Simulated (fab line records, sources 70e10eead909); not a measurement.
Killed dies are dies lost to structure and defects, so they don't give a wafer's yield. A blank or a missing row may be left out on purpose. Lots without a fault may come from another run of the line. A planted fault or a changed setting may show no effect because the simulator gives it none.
fab line records | flow nand_harc
record lots=12 wafers=36 last_day=33
route steps=1302 shown P_GATE@202 P_CONTACT@227
lots that met no fault: from a run of the same line without faults
start_h: hours from the record's first day to the start of the lot's first wafer shown | wait_h: hours since the lot's step before | " the same as in the row above | L1.1+2: a row that stands for several wafers | - no value, or no start given | * or withheld: withheld | < > ~ a bound
route shown NAME@n: a module of which the file shows steps, and the number in the route of the first | usual: mean/standard deviation of fault-free wafers | same: alike in all rows | chamber/n: place in a boat | sites: the reading at each site | _std_site: their standard deviation | _edge_site: outer sites' mean less inner sites' | radius_mm: how far each site lies from the wafer's centre | mask NAME#n: copy n | behind: the tool/chamber that last shaped the wafer | hold: why the lot was held/for how many hours/how that ended | device: the transistor (n, p or np) that didn't switch | end of line: the same wafers' tests at the end of the route | a step without rows: its recipe alone | killed: dies lost to structure and defects at the first sort, not the wafer's yield | map: a wafer's dies, x killed, . not, _ none there
set.NAME: the setting as run; set.NAME@STEP: as run at that earlier step | model.NAME: the simulator's own value behind a step, which no gauge read
steps of the route over a sample of lots; a table a step, a row a wafer
services: from which hour (start_h, from the record's first day; less than 0 if before it) a tool's chamber was out of use, for how many hours, and why
## steps
# step NHARC_P_GATE_DESCUM_93
# recipe time_s=3 o2_flow_sccm=200 ar_flow_sccm=0 bias_power_w=0 chemistry=O2
# usual chamber_pressure_mTorr=59.99/0.048 drypump_motor_current_A=5.9/0.35 oes_product_au=1.004/0.011 rf_vpp_V=57.4/0.85 showerhead_plenum_p_Torr=1.84/0.067 throttle_valve_pct=11.311/0.0097
# columns lot.wafer tool chamber start_h wait_h chamber_pressure_mTorr drypump_motor_current_A oes_product_au rf_hours_counter_h rf_vpp_V showerhead_plenum_p_Torr throttle_valve_pct
L779.2 rie_diel-10 3 110.34 - 59.94 6.1 0.987 3 56.5 1.79 11.308
L779.3 " 1 " " 59.93 6.5 1.002 2 55.7 1.78 11.314
L779.6 " 3 " " 59.99 6.1 1.004 - 58.1 1.79 11.313
L780.3 rie_diel-10 1 117.83 - 59.94 6.5 1.016 2 57.6 1.78 11.309
L780.4 " 0 " " 59.94 5.9 1.015 3 56.1 1.88 11.317
L780.6 " 1 " " 60.01 6.5 1.012 - 57.1 1.78 11.306
L782.1 rie_diel-08 1 140.26 - 59.92 5.5 1.005 5 58.0 1.94 11.302
L782.4 " 3 " " 59.96 5.3 1.008 6 57.6 1.79 11.308
L782.5 " 1 " " 60.01 5.4 0.997 - 58.1 1.94 11.315
L783.1 rie_diel-07 0 163.25 - 59.99 6.3 1.003 1 57.7 1.96 11.310
L783.3 " 1 " " 60.00 6.0 1.006 2 57.6 1.90 11.332
L783.5 " 3 " " 60.05 5.4 0.998 - 57.7 1.94 11.332
L785.2 rie_diel-08 1 181.35 - 59.98 5.5 1.018 9 56.8 1.94 11.303
L785.1 " 3 " " 60.00 5.3 1.005 8 58.0 1.79 11.296
L785.5 " 1 " " 59.97 5.5 1.014 - 57.0 1.94 11.312
L786.4 rie_diel-07 3 192.16 - 59.99 5.4 0.992 2 59.3 1.93 11.301
L786.1 " 0 " " 60.09 6.3 0.983 2 58.9 1.96 11.323
L786.6 " 3 " " 60.01 5.3 1.000 - 55.8 1.94 11.311
L788.2 rie_diel-10 1 211.32 - 60.03 6.5 1.007 7 57.1 1.78 11.321
L788.3 " 2 " " 59.94 6.0 1.003 9 57.0 1.79 11.320
L788.4 " 3 " " 60.03 6.1 0.992 10 57.3 1.79 11.308
L789.2 rie_diel-08 0 219.04 - 60.00 5.9 1.012 0 56.8 1.81 11.333
L789.1 " 1 " " 59.91 5.5 1.008 0 57.1 1.94 11.329
L789.6 " 3 " " 60.06 5.3 1.011 - 57.7 1.79 11.285
L790.3 rie_diel-08 0 225.16 - 60.05 5.9 1.005 1 57.5 1.81 11.312
L790.4 " 1 " " 60.03 5.5 1.010 1 57.2 1.94 11.317
L790.5 " 3 " " 59.98 5.3 0.997 - 57.3 1.79 11.310
L795.4 rie_diel-08 2 280.69 - 59.97 5.7 0.995 4 58.8 1.81 11.303
L795.1 " 3 " " 60.01 5.3 1.011 4 56.6 1.79 11.298
L795.5 " 1 " " 60.06 5.4 1.011 - 58.8 1.94 11.311
L799.1 rie_diel-07 1 313.73 - 60.07 6.0 1.007 0 56.8 1.90 11.319
L799.4 " 3 " " 59.91 5.4 1.002 0 58.3 1.93 11.300
L799.6 " 1 " " 60.02 6.0 1.009 - 57.2 1.90 11.322
L802.2 rie_diel-08 2 346.88 - 59.95 5.7 1.007 8 58.4 1.81 11.307
L802.1 " 3 " " 59.96 5.3 1.006 8 56.7 1.78 11.316
L802.3 " 1 " " 60.00 5.4 0.996 8 57.7 1.94 11.317
# step NHARC_P_GATE_DEGAS_109
# recipe temp_c=300 time_s=60
# usual heater_power_w=465/45
# columns lot.wafer tool chamber start_h wait_h heater_power_w
L779.2 pvd_sputter-03 - 112.28 0.1 383
L779.3 " - " " 462
L779.6 " - " " 387
L780.3 pvd_sputter-01 - 119.80 0.1 434
L780.4 " - " " 510
L780.6 " - " " 465
L782.1 pvd_sputter-01 - 142.21 0.1 498
L782.4 " - " " 426
L782.5 " - " " 504
L783.1 pvd_sputter-01 - 165.20 0.1 473
L783.3 " - " " 432
L783.5 " - " " 473
L785.1 pvd_sputter-03 - 183.31 0.1 387
L785.2 " - " " 544
L785.5 " - " " 457
L786.1 pvd_sputter-02 - 194.17 0.1 464
L786.4 " - " " 476
L786.6 " - " " 467
L788.4 pvd_sputter-02 - 213.27 0.1 478
L788.3 " - " " 466
L788.2 " - " " 456
L789.2 pvd_sputter-03 - 220.97 0.1 464
L789.1 " - " " 377
L789.6 " - " " 457
L790.4 pvd_sputter-03 - 227.11 0.1 452
L790.3 " - " " 380
L790.5 " - " " 462
L795.4 pvd_sputter-02 - 282.62 0.1 460
L795.1 " - " " 439
L795.5 " - " " 464
L799.1 pvd_sputter-02 - 315.67 0.1 466
L799.4 " - " " 460
L799.6 " - " " 470
L802.2 pvd_sputter-01 - 349.28 0.1 464
L802.1 " - " " 437
L802.3 " - " " 500
# step NHARC_P_CONTACT_SOFTBAKE_07
# recipe temp_c=105 time_s=55
# usual heater_power_total_W=188.45/0.13
# columns lot.wafer tool chamber start_h wait_h heater_power_total_W
L779.2 litho_track-06 0 114 - 188.65
L779.3 " 0 " " 188.40
L779.6 " 0 " " 188.43
L780.3 litho_track-04 0 121 - 188.58
L780.4 " 0 " " 188.32
L780.6 " 0 " " 188.47
L782.1 litho_track-01 0 144 - 188.32
L782.4 " 0 " " 188.38
L782.5 " 0 " " 188.45
L783.1 litho_track-01 0 167 - 188.34
L783.3 " 0 " " 188.54
L783.5 " 0 " " 188.45
L785.1 litho_track-04 0 185 - 188.77
L785.2 " 0 " " 188.47
L785.5 " 0 " " 188.38
L786.1 litho_track-06 0 196 - 188.39
L786.4 " 0 " " 188.33
L786.6 " 0 " " 188.42
L788.2 litho_track-01 0 215 - 188.26
L788.3 " 0 " " 188.38
L788.4 " 0 " " 188.36
L789.1 litho_track-01 0 223 - 188.37
L789.2 " 0 " " 188.34
L789.6 " 0 " " 188.34
L790.3 litho_track-01 0 229 - 188.30
L790.4 " 0 " " 188.68
L790.5 " 0 " " 188.28
L795.1 litho_track-01 0 284 - 323.28
L795.4 " 0 " " 188.34
L795.5 " 0 " " 188.32
L799.1 litho_track-01 0 317 - 323.19
L799.4 " 0 " " 188.54
L799.6 " 0 " " 188.51
L802.1 litho_track-04 0 351 - 188.75
L802.2 " 0 " " 188.48
L802.3 " 0 " " 188.33
# step NHARC_P_CONTACT_ETCH_36
# recipe target_depth_a=2600 over_etch_frac=0.25 time_s=406.25 ion_energy_ev=200 n2_flow_sccm=150 h2_flow_sccm=150 ar_flow_sccm=0 rf_w=400 bias_w=150 chemistry=N2/H2
# usual chamber_pressure_mTorr=29.998/0.026 drypump_motor_current_A=5.8/0.35 oes_product_au=1.003/0.014 rf_vpp_V=431.6/2 showerhead_plenum_p_Torr=2.08/0.067 throttle_valve_pct=14.171/0.0085
# columns lot.wafer tool chamber start_h wait_h chamber_pressure_mTorr drypump_motor_current_A oes_product_au rf_hours_counter_h rf_vpp_V showerhead_plenum_p_Torr throttle_valve_pct
L779.2 rie_diel-01 0 - - 29.959 4.8 1.013 3.1 429.8 2.04 14.161
L779.3 " 1 " " 30.045 6.3 1.004 3.0 430.6 2.10 14.170
L779.6 " 3 " " 30.000 6.3 1.016 - 432.2 2.10 14.174
L780.3 rie_diel-05 1 - - 29.986 6.0 1.018 2.8 433.5 2.15 14.177
L780.4 " 2 " " 30.034 5.4 1.008 2.4 429.4 2.02 14.192
L780.6 " 1 " " 29.972 5.9 1.013 - 432.6 2.15 14.172
L782.4 rie_diel-12 2 - - 30.045 5.9 1.004 0.8 432.3 2.14 14.170
L782.1 " 3 " " 30.039 5.6 0.997 0.9 431.3 2.07 14.171
L782.5 " 1 " " 29.988 5.8 1.009 - 435.0 2.17 14.167
L783.1 rie_diel-12 0 - - 29.993 5.9 1.014 1.7 429.7 1.99 14.173
L783.3 " 1 " " 29.990 5.8 0.990 1.3 434.7 2.17 14.172
L783.5 " 2 " " 30.041 5.9 1.008 - 432.3 2.14 14.162
L785.1 rie_diel-01 0 - - 30.011 4.8 1.029 4.5 431.0 2.04 14.175
L785.2 " 2 " " 29.999 5.7 0.991 4.9 425.9 1.90 14.177
L785.5 " 0 " " 29.986 4.8 1.020 - 430.2 2.04 14.177
L786.1 rie_diel-12 3 - - 29.996 5.6 1.007 2.4 431.1 2.07 14.186
L786.4 " 0 " " 29.969 5.9 1.006 2.4 428.5 1.99 14.164
L786.6 " 0 " " 30.033 5.9 1.016 - 429.5 1.99 14.159
L788.2 rie_diel-12 2 - - 30.024 5.9 1.013 2.8 434.3 2.14 14.171
L788.3 " 3 " " 30.060 5.6 1.006 3.2 430.6 2.07 14.181
L788.4 " 1 " " 29.961 5.9 0.998 2.6 433.5 2.17 14.175
L789.1 rie_diel-12 0 - - 29.971 5.9 1.019 3.5 428.9 1.99 14.173
L789.2 " 1 " " 29.972 5.8 1.014 3.0 434.9 2.17 14.162
L789.6 " 2 " " 29.988 5.9 1.006 - 432.4 2.14 14.162
L790.4 rie_diel-12 0 - - 29.961 5.9 1.022 3.8 428.9 1.99 14.169
L790.3 " 2 " " 29.972 5.9 1.019 3.8 433.4 2.14 14.171
L790.5 " 0 " " 29.995 5.9 1.015 - 428.9 1.99 14.169
L795.1 rie_diel-12 3 - - 30.012 5.6 1.005 0.3 432.2 2.07 14.164
L795.4 " 2 " " 29.989 5.9 1.017 0.3 431.1 2.14 14.179
L795.5 " 0 " " 29.994 5.9 0.983 - 429.1 1.99 14.166
L799.4 rie_diel-12 2 - - 29.995 5.9 1.030 0.9 433.3 2.14 14.177
L799.1 " 3 " " 30.032 5.6 1.007 1.4 432.3 2.07 14.151
L799.6 " 0 " " 29.982 5.9 0.997 - 429.2 1.98 14.156
L802.1 rie_diel-05 0 - - 29.990 6.0 0.972 5.9 432.7 2.09 14.168
L802.3 " 1 " " 29.989 5.9 0.999 5.9 433.5 2.14 14.171
L802.2 " 2 " " 29.982 5.4 0.989 6.0 429.6 2.02 14.164
## services
# columns tool chamber start_h hours kind
pvd_sputter-03 - 86.68 7.3 repair
rie_diel-12 - 91.46 9.0 pm
pvd_sputter-02 - 108.88 10.0 pm
rie_diel-12 1 139.26 4.8 repair
rie_diel-12 2 146.82 6.7 repair
litho_track-01 - 155.00 7.0 pm
rie_diel-12 1 159.29 3.9 repair
pvd_sputter-03 - 170.00 10.0 pm
pvd_sputter-01 - 172.94 7.0 repair
rie_diel-08 - 190.80 9.0 pm
pvd_sputter-02 - 199.94 1.1 repair
rie_diel-12 0 208.82 1.9 repair
pvd_sputter-01 - 226.00 10.0 pm
pvd_sputter-01 - 244.10 3.9 repair
rie_diel-08 - 262.65 0.3 repair
rie_diel-12 3 264.07 2.9 repair
rie_diel-12 - 268.49 9.0 pm
pvd_sputter-02 - 286.88 10.0 pm
pvd_sputter-01 - 290.79 1.9 repair
rie_diel-12 - 299.90 0.9 repair
pvd_sputter-01 - 321.17 6.8 repair
rie_diel-08 2 324.83 2.6 repair
litho_track-01 - 330.00 7.0 pm
rie_diel-12 1 345.71 34.8 repair
## key
first_sign step=NHARC_P_CONTACT_SOFTBAKE_07 reading=heater_power_total_W direction=up sigmas=99+ usual=* struck=*
effect none on later readings
met_at NHARC_P_CONTACT_SOFTBAKE_07
struck_lots L795,L799
struck_wafers L795.1,L799.1
tester_left_out L795,L799
not_acting_at NHARC_P_GATE_DESCUM_93,NHARC_P_GATE_DEGAS_109,NHARC_P_CONTACT_ETCH_36
onset_between 229 284
fault kind=process_parameter_drift tool=litho_track-01 chamber=- onset_h=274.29 steps=NHARC_P_CONTACT_SOFTBAKE_07 channel=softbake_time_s offset=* shape=step end_h=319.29 scope=struck_wafers_only acts_in=* stated=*
# tester_left_out: of these lots the tester's yield and bins aren't shown, on N5 and GAA mostly nor the transistor test; their killed dies are dies lost to structure and defects alone, not to doping, threshold or leakage, so they don't give the yield
